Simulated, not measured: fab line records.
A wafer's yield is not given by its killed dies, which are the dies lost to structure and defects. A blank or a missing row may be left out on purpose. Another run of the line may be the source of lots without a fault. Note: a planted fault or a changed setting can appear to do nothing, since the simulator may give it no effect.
fab line records | flow n5Finfet
record lots=9 | wafers=27 | lastDay=17
route steps=1938 shown MOL_CONTACT_COAG@609 BEOL_M0_SAQP@632 BEOL_M4@1111
lots that met no fault: taken from a fault-free run of the same line
startH: the number of hours between the record's first day and the start of the first shown wafer of the lot | waitH: how many hours have passed since the lot's step before this one | " as in the row above | L1.1+2: a single row standing in for several wafers | - value missing, or start not given | * or withheld: withheld | < > ~ a bound
route shown NAME@n: NAME is a module with steps in the file, n the number in the route of the first one | usual: mean and standard deviation over wafers with no fault | same: alike in all rows | chamber/n: place in a boat | sites: per-site readings | _std_site: the values' standard deviation | _edge_site: mean of outer sites minus mean of inner sites | radiusMm: for every site, how far away it sits from the centre of the wafer | mask NAME#n: copy n | behind: the last tool/chamber to shape the wafer | hold: why the lot went on hold/how many hours it stayed there/how the hold came to an end | device: whichever transistor did not switch (one of n, p or np) | end of line: tests run on the same wafers once the route is complete | step lacking rows: just its recipe | killed: dies that structure and defects cost at the first sort, which is not the same as the wafer's yield | map: the dies of a wafer, with x for killed, . for not killed, _ for no die there
set.NAME: the setting as run; set.NAME@STEP: as run at that earlier step | model.NAME: the simulator's own value behind a step, which no gauge read
a sample of lots followed through the steps of the route, with each step as a table and each wafer as a row
services: a tool's chamber out of use, with start hour (startH, from the record's first day; less than 0 if before it), hours out, and reason
## steps
# step N5_MOL_CONTACT_COAG_ETCHBACK_134
# recipe chemistry=CHF3 | target=SiO2 | targetDepthA=100 | timeS=6.7 | ionEnergyEv=200 | pressureMtorr=30 | sourceW=610 | biasW=170 | Ar_flow_sccm=200 | CHF3_flow_sccm=50
# usual drypumpMotorCurrentA=5.8/0.42 | oesProductAu=0.84/0.091 | rfVppV=517/11 | showerheadPlenumPTorr=2.40/0.094 | throttleValvePct=18.70/0.19
lot.wafer | tool       | chamber | startH | waitH | drypumpMotorCurrentA | oesProductAu | rfHoursCounterH | rfVppV | showerheadPlenumPTorr | throttleValvePct
L333.1    | rieDiel-02 | 0       | 101.58 | 0.2   | 5.5                  | 0.97         | 7               | 511    | 2.56                  | 18.65
L333.4    | "          | 3       | "      | "     | 6.1                  | 0.69         | -               | 515    | 2.35                  | 18.98
L333.6    | "          | 1       | "      | "     | 6.3                  | 0.81         | -               | 508    | 2.32                  | 18.55
L337.1    | rieDiel-02 | 0       | 125.05 | 0.1   | 5.6                  | 0.94         | 17              | 511    | 2.55                  | 18.67
L337.3    | "          | 2       | "      | "     | 5.7                  | 0.98         | 1               | 539    | 2.45                  | 18.57
L337.5    | "          | 1       | "      | "     | 6.3                  | 0.80         | -               | 507    | 2.31                  | 18.57
L339.2    | rieDiel-02 | 2       | 136.25 | 0.1   | 5.8                  | 0.95         | 5               | 539    | 2.45                  | 18.58
L339.4    | "          | 0       | "      | "     | 5.5                  | 0.92         | 22              | 510    | 2.55                  | 18.67
L339.5    | "          | 1       | "      | "     | 6.3                  | 0.79         | -               | 508    | 2.31                  | 18.56
L340.1    | rieDiel-02 | 1       | 143.32 | 0.2   | 6.3                  | 0.79         | 137             | 506    | 2.31                  | 18.58
L340.5    | "          | 2       | "      | "     | 5.8                  | 0.93         | -               | 539    | 2.44                  | 18.58
L340.6    | "          | 3       | "      | "     | 6.1                  | 0.68         | -               | 515    | 2.34                  | 19.00
L342.2    | rieDiel-06 | 0       | 155.38 | 0.1   | 5.7                  | 0.87         | 49              | 520    | 2.53                  | 18.57
L342.4    | "          | 3       | "      | "     | 5.6                  | 0.82         | 81              | 515    | 2.31                  | 18.83
L342.6    | "          | 3       | "      | "     | 5.6                  | 0.83         | -               | 514    | 2.31                  | 18.82
L349.2    | rieDiel-06 | 2       | 195.70 | 0.1   | 5.6                  | 0.70         | 216             | 504    | 2.45                  | 19.16
L349.5    | "          | 1       | "      | "     | 6.2                  | 0.93         | -               | 525    | 2.33                  | 18.43
L349.6    | "          | 2       | "      | "     | 5.6                  | 0.70         | -               | 505    | 2.45                  | 19.18
L354.1    | rieDiel-02 | 0       | 226.86 | 0.3   | 5.5                  | 0.87         | 55              | 512    | 2.54                  | 18.71
L354.2    | "          | 1       | "      | "     | 6.3                  | 0.75         | 166             | 507    | 2.30                  | 18.63
L354.3    | "          | 2       | "      | "     | 5.8                  | 0.87         | 39              | 536    | 2.43                  | 18.62
L353.2    | rieDiel-01 | 1       | 229.59 | 0.3   | 5.0                  | 0.71         | 196             | 525    | 2.27                  | 19.19
L353.3    | "          | 3       | "      | "     | 5.4                  | 0.87         | 51              | 538    | 2.32                  | 18.57
L353.6    | "          | 1       | "      | "     | 5.0                  | 0.71         | -               | 524    | 2.27                  | 19.19
L355.1    | rieDiel-02 | 3       | 233.12 | 0.1   | 6.1                  | 0.93         | 25              | 514    | 2.33                  | 18.68
L355.4    | "          | 0       | "      | "     | 5.6                  | 0.86         | 59              | 510    | 2.54                  | 18.72
L355.5    | "          | 3       | "      | "     | 6.1                  | 0.92         | -               | 514    | 2.33                  | 18.70
# step N5_BEOL_M0_SAQP_PECVD_00
# recipe material=SiCN | targetThkA=80 | tempC=withheld | precursor=3MS/NH3 | pressureTorr=3 | rfW=202 | timeS=14
# usual showerheadPlenumPTorr=3.661/0.0072 | throttleValvePct=9.3/0.68
lot.wafer | tool     | chamber | startH | waitH | showerheadPlenumPTorr | throttleValvePct
L333.1    | pecvd-02 | 2       | 106.22 | 0.2   | 3.660                 | 8.6
L333.4    | "        | 1       | "      | "     | 3.671                 | 9.2
L333.6    | "        | 2       | "      | "     | 3.653                 | 8.6
L337.1    | pecvd-02 | 1       | 129.73 | 0.2   | 3.667                 | 9.3
L337.3    | "        | 0       | "      | "     | 3.666                 | 9.4
L337.5    | "        | 1       | "      | "     | 3.663                 | 9.2
L339.2    | pecvd-02 | 1       | 140.89 | 0.2   | 3.677                 | 9.4
L339.4    | "        | 1       | "      | "     | 3.678                 | 9.2
L339.5    | "        | 0       | "      | "     | 3.657                 | 9.4
L340.1    | pecvd-01 | 1       | 147.96 | 0.2   | 3.664                 | 10.0
L340.5    | "        | 2       | "      | "     | 3.652                 | 8.2
L340.6    | "        | 0       | "      | "     | 3.656                 | 8.9
L342.2    | pecvd-04 | 2       | 160.02 | 0.2   | 3.667                 | 8.7
L342.4    | "        | 1       | "      | "     | 3.661                 | 10.4
L342.6    | "        | 2       | "      | "     | 3.662                 | 8.9
L349.2    | pecvd-04 | 2       | 200.66 | 0.2   | 3.663                 | 9.0
L349.5    | "        | 2       | "      | "     | 3.674                 | 9.0
L349.6    | "        | 0       | "      | "     | 3.657                 | 8.9
L354.1    | pecvd-02 | 2       | 231.50 | 0.2   | 3.667                 | 8.5
L354.2    | "        | 0       | "      | "     | 3.656                 | 9.5
L354.3    | "        | 1       | "      | "     | 3.675                 | 9.5
L353.2    | pecvd-04 | 1       | 234.49 | 0.2   | 3.666                 | 10.7
L353.3    | "        | 1       | "      | "     | 3.665                 | 10.3
L353.6    | "        | 1       | "      | "     | 3.668                 | 10.6
L355.1    | pecvd-01 | 0       | 237.77 | 0.2   | 3.656                 | 8.9
L355.4    | "        | 2       | "      | "     | 3.650                 | 8.2
L355.5    | "        | 1       | "      | "     | 3.650                 | 10.1
# step N5_BEOL_M0_SAQP_MANDREL_ETCH_20
# recipe targetDepthA=600 | chemistry=HBr/Cl2 | target=a-Si | stopOn=SiNx | btTimeS=10 | maskMaterial=SOC | overEtchFrac=0.5 | timeS=30 | pressureMtorr=10 | icpW=800 | biasW=75 | HBr_flow_sccm=150 | Cl2_flow_sccm=80 | ends=endPoint
# usual biasW=75.03/0.22 | drypumpMotorCurrentA=5.7/0.42 | oesProductAu=0.772/0.011 | throttleValvePct=35.46/0.29
lot.wafer | tool     | chamber | startH | waitH | biasW | drypumpMotorCurrentA | oesProductAu | rfHoursCounterH | throttleValvePct
L333.1    | rieSi-06 | 2       | 108.16 | 0.0   | 75.28 | 5.7                  | 0.765        | 60              | 35.91
L333.4    | "        | 1       | "      | "     | 74.86 | 5.7                  | 0.780        | 141             | 35.61
L333.6    | "        | 1       | "      | "     | 75.18 | 5.7                  | 0.782        | -               | 35.62
L337.1    | rieSi-06 | 2       | 131.13 | 0.0   | 75.09 | 5.7                  | 0.774        | 60              | 35.89
L337.3    | "        | 0       | "      | "     | 74.89 | 5.5                  | 0.771        | 9               | 35.38
L337.5    | "        | 2       | "      | "     | 74.90 | 5.7                  | 0.778        | -               | 35.87
L339.2    | rieSi-06 | 1       | 144.01 | 0.0   | 75.03 | 5.7                  | 0.781        | 142             | 35.61
L339.4    | "        | 3       | "      | "     | 74.97 | 6.3                  | 0.774        | 1               | 35.52
L339.5    | "        | 0       | "      | "     | 75.06 | 5.5                  | 0.773        | -               | 35.37
L340.1    | rieSi-02 | 3       | 150.79 | 0.0   | 75.18 | 6.0                  | 0.734        | 48              | 35.61
L340.5    | "        | 1       | "      | "     | 74.84 | 5.9                  | 0.767        | -               | 35.70
L340.6    | "        | 0       | "      | "     | 74.86 | 5.2                  | 0.769        | -               | 35.08
L342.2    | rieSi-03 | 0       | 162.03 | 0.0   | 74.88 | 6.3                  | 0.770        | 179             | 35.24
L342.4    | "        | 3       | "      | "     | 75.38 | 6.1                  | 0.784        | 3               | 34.83
L342.6    | "        | 3       | "      | "     | 75.15 | 6.1                  | 0.787        | -               | 34.84
L349.2    | rieSi-06 | 0       | 202.27 | 0.0   | 93.63 | 5.5                  | 0.763        | 10              | 35.38
L349.5    | "        | 2       | "      | "     | 93.92 | 5.7                  | 0.766        | -               | 35.89
L349.6    | "        | 1       | "      | "     | 94.07 | 5.6                  | 0.787        | -               | 35.58
L354.1    | rieSi-02 | 0       | 232.85 | 0.0   | 75.09 | 5.2                  | 0.769        | 156             | 35.05
L354.2    | "        | 1       | "      | "     | 74.44 | 5.9                  | 0.763        | 41              | 35.72
L354.3    | "        | 2       | "      | "     | 75.21 | 5.0                  | 0.786        | 105             | 35.51
L353.2    | rieSi-06 | 0       | 236.93 | 0.0   | 94.32 | 5.5                  | 0.761        | 10              | 35.36
L353.3    | "        | 3       | "      | "     | 94.14 | 6.3                  | 0.767        | 3               | 35.55
L353.6    | "        | 2       | "      | "     | 93.85 | 5.7                  | 0.783        | -               | 35.88
L355.1    | rieSi-02 | 0       | 241.32 | 0.0   | 74.82 | 5.2                  | 0.775        | 156             | 35.07
L355.4    | "        | 2       | "      | "     | 75.42 | 5.0                  | 0.792        | 105             | 35.47
L355.5    | "        | 3       | "      | "     | 75.07 | 6.0                  | 0.751        | -               | 35.58
# step N5_BEOL_M0_SAQP_RECESS_109
# recipe chemistry=HF/NH3 | target=SiO2 | targetDepthA=30 | afsCycles=1 | tempC=30 | sublimationTempC=180 | sublimationTimeS=60
# usual drypumpMotorCurrentA=6.14/0.22
# same sublimationTimeS=60
lot.wafer | tool         | chamber | startH | waitH | drypumpMotorCurrentA
L333.1    | vaporEtch-02 | 1       | 110.31 | 0.0   | 6.44
L333.4    | "            | 0       | "      | "     | 5.90
L333.6    | "            | 0       | "      | "     | 5.90
L337.1    | vaporEtch-02 | 1       | 133.57 | 0.0   | 6.46
L337.3    | "            | 1       | "      | "     | 6.44
L337.5    | "            | 1       | "      | "     | 6.44
L339.2    | vaporEtch-02 | 0       | 146.17 | 0.0   | 5.87
L339.4    | "            | 0       | "      | "     | 5.88
L339.5    | "            | 0       | "      | "     | 5.89
L340.1    | vaporEtch-01 | 1       | 153.36 | 0.0   | 6.20
L340.5    | "            | 0       | "      | "     | 6.02
L340.6    | "            | 1       | "      | "     | 6.16
L342.2    | vaporEtch-01 | 0       | 164.26 | 0.0   | 6.00
L342.4    | "            | 1       | "      | "     | 6.18
L342.6    | "            | 1       | "      | "     | 6.20
L349.2    | vaporEtch-02 | 0       | 204.43 | 0.0   | 5.88
L349.5    | "            | 0       | "      | "     | 5.89
L349.6    | "            | 1       | "      | "     | 6.47
L354.1    | vaporEtch-02 | 1       | 235.51 | 0.0   | 6.45
L354.2    | "            | 0       | "      | "     | 5.88
L354.3    | "            | 0       | "      | "     | 5.88
L353.2    | vaporEtch-01 | 1       | 239.58 | 0.0   | 6.15
L353.3    | "            | 0       | "      | "     | 6.03
L353.6    | "            | 1       | "      | "     | 6.14
L355.1    | vaporEtch-01 | 1       | 243.65 | 0.0   | 6.18
L355.4    | "            | 0       | "      | "     | 6.06
L355.5    | "            | 0       | "      | "     | 6.04
# step N5_BEOL_M4_RC_MEAS_101
# usual DIBL_N=36.8/1.5 | DIBL_P=37.1/2.1 | IOFF_N=0.168/0.03 | IOFF_P=0.22/0.034 | ION_N=679/12 | ION_P=466/8 | SS_N=71.7/0.58 | SS_P=73.5/0.67 | VT_N=248.8/2.7 | VT_P=-250/3.3
lot.wafer | tool      | chamber | startH | waitH | DIBL_N[mV/V] | DIBL_P[mV/V] | IOFF_N[nA/um] | IOFF_P[nA/um] | ION_N[uA/um] | ION_P[uA/um] | SS_N[mV/dec] | SS_P[mV/dec] | VT_N[mV] | VT_P[mV]
L333.1    | prober-02 | 0       | 156.19 | 0.0   | 38.6         | 39.9         | 0.204         | 0.24          | 683          | 463          | 73.2         | 74.1         | 247.3    | -249
L333.4    | "         | 0       | "      | "     | 34.9         | 35.0         | 0.135         | 0.17          | 662          | 455          | 71.3         | 73.5         | 250.8    | -256
L333.6    | "         | 0       | "      | "     | 38.5         | 39.9         | 0.213         | 0.25          | 679          | 466          | 71.6         | 74.3         | 244.0    | -247
L337.1    | prober-02 | 0       | 179.56 | 0.0   | 36.4         | 37.5         | 0.165         | 0.22          | 677          | 468          | 71.8         | 72.7         | 247.4    | -253
L337.3    | "         | 0       | "      | "     | 38.7         | 40.5         | 0.200         | 0.27          | 687          | 468          | 72.6         | 74.0         | 246.2    | -247
L337.5    | "         | 0       | "      | "     | 36.0         | 37.8         | 0.152         | 0.23          | 679          | 468          | 71.0         | 72.7         | 251.6    | -246
L339.2    | prober-01 | 0       | 198.07 | 0.2   | 35.4         | 37.0         | 0.167         | 0.22          | 671          | 469          | 71.3         | 74.0         | 247.2    | -249
L339.4    | "         | 0       | "      | "     | 35.5         | 37.0         | 0.166         | 0.21          | 680          | 463          | 71.8         | 72.8         | 245.1    | -248
L339.5    | "         | 0       | "      | "     | 35.6         | 37.2         | 0.183         | 0.22          | 684          | 470          | 71.2         | 73.4         | 244.9    | -247
L340.1    | prober-02 | 0       | 207.27 | 0.0   | 39.4         | 37.8         | 0.201         | 0.25          | 695          | 471          | 71.9         | 74.3         | 248.2    | -249
L340.5    | "         | 0       | "      | "     | 37.6         | 36.6         | 0.169         | 0.23          | 684          | 466          | 72.0         | 73.3         | 250.7    | -246
L340.6    | "         | 0       | "      | "     | 37.8         | 37.7         | 0.178         | 0.25          | 695          | 478          | 72.0         | 73.8         | 247.1    | -243
L342.2    | prober-01 | 0       | 209.36 | 0.2   | 38.6         | 40.4         | 0.222         | 0.23          | 688          | 457          | 71.9         | 74.1         | 245.8    | -253
L342.4    | "         | 0       | "      | "     | 35.1         | 36.2         | 0.148         | 0.16          | 680          | 458          | 70.8         | 72.7         | 249.5    | -257
L342.6    | "         | 0       | "      | "     | 37.7         | 38.2         | 0.178         | 0.20          | 673          | 457          | 72.5         | 73.5         | 249.2    | -254
L349.2    | prober-01 | 0       | 262.98 | 0.2   | 37.2         | 37.4         | 0.178         | 0.23          | 690          | 467          | 71.8         | 72.4         | 245.2    | -249
L349.5    | "         | 0       | "      | "     | 38.1         | 38.0         | 0.182         | 0.25          | 689          | 470          | 71.6         | 73.9         | 247.6    | -247
L349.6    | "         | 0       | "      | "     | 35.6         | 35.5         | 0.146         | 0.20          | 683          | 468          | 70.7         | 72.7         | 251.3    | -249
L354.1    | prober-02 | 0       | 288.14 | 0.0   | 39.5         | 39.8         | 0.233         | 0.28          | 712          | 478          | 71.8         | 74.5         | 244.4    | -247
L354.2    | "         | 0       | "      | "     | 36.3         | 36.0         | 0.149         | 0.21          | 687          | 472          | 71.4         | 73.2         | 250.9    | -249
L354.3    | "         | 0       | "      | "     | 37.7         | 37.7         | 0.182         | 0.23          | 695          | 476          | 72.2         | 73.2         | 248.9    | -250
L353.2    | prober-02 | 0       | 294.62 | 0.2   | 38.9         | 37.8         | 0.177         | 0.19          | 678          | 460          | 72.3         | 73.9         | 247.2    | -256
L353.3    | "         | 0       | "      | "     | 36.8         | 35.5         | 0.135         | 0.17          | 675          | 459          | 70.8         | 73.3         | 254.0    | -256
L353.6    | "         | 0       | "      | "     | 38.6         | 36.7         | 0.174         | 0.18          | 683          | 462          | 72.4         | 73.7         | 249.3    | -257
L355.1    | prober-02 | 0       | 296.59 | 0.0   | 33.4         | 33.0         | 0.126         | 0.19          | 679          | 469          | 71.3         | 72.9         | 252.8    | -251
L355.4    | "         | 0       | "      | "     | 34.7         | 34.8         | 0.147         | 0.22          | 681          | 472          | 71.5         | 73.4         | 252.4    | -247
L355.5    | "         | 0       | "      | "     | 36.5         | 36.2         | 0.164         | 0.26          | 678          | 474          | 72.4         | 73.0         | 248.7    | -246
## services
tool         | chamber | startH | hours | kind
rieDiel-02   | -       | 81.95  | 0.2   | repair
rieSi-02     | 2       | 84.14  | 7.9   | repair
rieSi-02     | -       | 84.27  | 2.8   | pm
rieSi-06     | 2       | 87.00  | 6.3   | repair
rieDiel-02   | 2       | 96.77  | 1.5   | repair
rieDiel-02   | 2       | 101.58 | -     | clean
rieDiel-02   | 2       | 101.58 | -     | consumableReplace:focusRing
rieDiel-02   | 2       | 101.58 | 20.0  | scheduledDown
rieDiel-02   | 2       | 101.58 | 20.0  | ventCycle
rieSi-03     | 3       | 101.59 | 13.9  | repair
vaporEtch-01 | -       | 102.34 | 1.2   | repair
vaporEtch-01 | 0       | 113.35 | 4.4   | repair
rieDiel-01   | 3       | 130.35 | 4.5   | repair
pecvd-04     | -       | 130.72 | 0.6   | repair
pecvd-02     | -       | 136.68 | 2.8   | pm
rieDiel-01   | -       | 148.96 | 0.1   | repair
rieDiel-02   | 1       | 158.46 | 5.5   | repair
rieSi-06     | -       | 163.30 | 0.8   | repair
rieDiel-06   | -       | 215.62 | 15.6  | pm
rieSi-02     | 2       | 217.46 | 1.7   | repair
rieSi-02     | 3       | 221.68 | 11.3  | repair
rieSi-02     | 2       | 234.76 | 1.0   | repair
rieDiel-02   | 2       | 235.45 | 2.4   | repair
rieSi-03     | 0       | 238.15 | 3.5   | repair
## key
firstSign step=N5_BEOL_M0_SAQP_MANDREL_ETCH_20 | reading=biasW | direction=up | sigmas=86 | usual=* | struck=*
effect none on later readings
metAt N5_BEOL_M0_SAQP_MANDREL_ETCH_20
struckLots L349,L353
notActingAt N5_MOL_CONTACT_COAG_ETCHBACK_134,N5_BEOL_M0_SAQP_PECVD_00,N5_BEOL_M0_SAQP_RECESS_109
onsetBetween 144.01 202.27
fault kind=processParameterDrift | tool=rieSi-06 | chamber=- | onsetH=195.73 | steps=N5_BEOL_M0_SAQP_MANDREL_ETCH_20 | channel=biasW | offset=* | shape=step | endH=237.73 | actsIn=* | stated=*
